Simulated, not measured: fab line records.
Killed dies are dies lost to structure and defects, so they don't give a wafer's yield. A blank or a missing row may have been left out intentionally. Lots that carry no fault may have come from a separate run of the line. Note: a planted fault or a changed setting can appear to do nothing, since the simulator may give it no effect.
Matching of chambers + flow nand-harc + NHARC_A_STAIRCASE_ETCH_273 on rie-diel-06: 3 sister chambers
The step etches the open film in C4F8/O2/Ar, target depth 10200 nm, time 2468.6 s. 3 wafers are shown with their chamber, then 4 later ones without.

== WAFERS PAIRED WITH THEIR CHAMBERS ==
| wafer  | chamber | rf-vpp-V (V) |
|--------|---------|--------------|
| L752.5 | 1       | 1807         |
| L760.2 | 3       | 1847         |
| L760.3 | 2       | 1820         |

== WAFERS WHOSE CHAMBER IS MISSING ==
| wafer  | rf-vpp-V (V) |
|--------|--------------|
| L760.6 | 1846         |
| L762.3 | 1821         |
| L762.5 | 1846         |
| L763.6 | 1848         |

== THE CHAMBER EACH PASSED THROUGH ==
| wafer  | from the rows above | in truth                   |
|--------|---------------------|----------------------------|
| L760.6 | 3                   | 3                          |
| L762.3 | 2                   | 2                          |
| L762.5 | 3                   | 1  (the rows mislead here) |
| L763.6 | 3                   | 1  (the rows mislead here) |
Correct placement for 2 of the 4. Number that these rows cannot place: 0. Wrongly placed: 2.
How it was worked out, from the rows above alone: a wafer's distance from a chamber is the root of the sum, over the readings, of the square of ((its reading less the chamber's mean) divided by the reading's scatter). The wafer belongs to the nearest chamber; if the next one is less than 2 further off, it can't be placed. The mean given for a chamber averages the wafers shown for that chamber. The scatter: with one shown wafer a chamber, the root of the mean of the squares of how far each hidden wafer lies from its nearest shown one.
